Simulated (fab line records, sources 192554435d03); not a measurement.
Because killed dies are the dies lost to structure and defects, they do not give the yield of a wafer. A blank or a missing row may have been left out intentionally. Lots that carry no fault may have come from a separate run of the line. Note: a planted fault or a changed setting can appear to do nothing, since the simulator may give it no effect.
Lot-split experiment | flow n5-finfet | 7 lots, 21 wafers read, on a route of 1938 steps

## THE SPLIT
At N5_BEOL_M10_ETCH_41 (etches SiCN in CH3F/O2, target depth 42.6 nm, time 86 s), the setting source-w was moved away from the recipe's 395 W on 7 of the 21 wafers read, by -8.4% to +15.9%. This setting was run at the recipe's value on the other wafers.

Reading taken at the split's own step.

## THE READING
rf-vpp-V, in V, at N5_BEOL_M10_ETCH_41 (etches SiCN in CH3F/O2, target depth 42.6 nm, time 86 s). A value of 297.4 V with a standard deviation of 1.5 V is what fault-free wafers of this fab line usually give.

wafer  | tool, chamber at the split | source-w as run, W | against the recipe | rf-vpp-V, V | against lot-mates on the recipe
L074.1 | rie-diel-03, 2             | 395                | recipe             | 298.2       | -
L074.4 | rie-diel-03, 3             | 395                | recipe             | 295.0       | -
L074.5 | rie-diel-03, 0             | 433.8              | +9.8%              | 287.8       | -8.8
L084.1 | rie-diel-01, 3             | 457.7              | +15.9%             | 286.0       | -12.5
L084.2 | rie-diel-01, 0             | 395                | recipe             | 298.5       | -
L084.5 | rie-diel-01, 0             | 457.7              | +15.9%             | 283.3       | -15.2
L087.3 | rie-diel-05, 0             | 420.8              | +6.5%              | 292.2       | -5.4
L087.5 | rie-diel-05, 3             | 395                | recipe             | 297.5       | -
L087.6 | rie-diel-05, 2             | 395                | recipe             | 297.6       | -
L089.2 | rie-diel-01, 0             | 395                | recipe             | 298.8       | -
L089.4 | rie-diel-01, 3             | 395                | recipe             | 299.3       | -
L089.6 | rie-diel-01, 0             | 395                | recipe             | 297.7       | -
L086.2 | rie-diel-05, 3             | 395                | recipe             | 298.8       | -
L086.5 | rie-diel-05, 3             | 395                | recipe             | 297.2       | -
L086.6 | rie-diel-05, 0             | 395                | recipe             | 298.9       | -
L093.1 | rie-diel-05, 0             | 395                | recipe             | 297.8       | -
L093.2 | rie-diel-05, 1             | 395                | recipe             | 296.4       | -
L093.4 | rie-diel-05, 0             | 361.7              | -8.4%              | 307.4       | +10.3
L094.3 | rie-diel-05, 1             | 445.7              | +12.8%             | 285.7       | -10.8
L094.4 | rie-diel-05, 3             | 395                | recipe             | 296.5       | -
L094.5 | rie-diel-05, 0             | 445.7              | +12.8%             | 286.2       | -10.3

THE FIT
A straight line over all 21 wafers: rf-vpp-V changes by -0.904 V for each +1% of source-w; r = -0.98; the points scatter about the line by 1.3 V.
The same after taking each lot's own level away (the mean of its wafers on the recipe; 21 wafers): -0.898 V for each +1%; r = -0.98; scatter 1.1 V.
That fit puts the effect of the largest move of source-w on the reading at 14 V.
Across the lots, their own levels run from 296.50 to 298.60 V, a range of 1.4 times the standard deviation given above.
Consequently the slope shifts little with the lot-to-lot level, the two slopes agreeing.
Check: for one of the wafers moved furthest among these (+15.9%), held out of the fit, the line's prediction against its lot-mates is -14.4 V. It came out at -12.5 V against them.
Tool readings at the split's step, against how far the setting was moved: rf-vpp-V r = -0.98.

## FURTHER SPLITS ON THESE WAFERS
These wafers also went through other splits before the reading. Each is held against what the fit with the lots' levels taken away leaves over:
other split on the same wafers   | wafers away from the commonest value | r with rf-vpp-V (lot level and that fit taken away)
N5_BEOL_M6_TRENCH_ETCH_37 bias-w | 8                                    | +0.08
N5_BEOL_M7_ETCH_61 source-w      | 6                                    | +0.13
N5_BEOL_M8_PECVD_70 temp-c       | 7                                    | -0.14
N5_BEOL_M9_PECVD_70 time-s       | 5                                    | +0.39
N5_BEOL_M10_EXPOSE_08 dose-mj    | 8                                    | -0.15

## FILE'S OWN FIT
rf-vpp-V changes by -0.901 V for each +1% of source-w, r = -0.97.
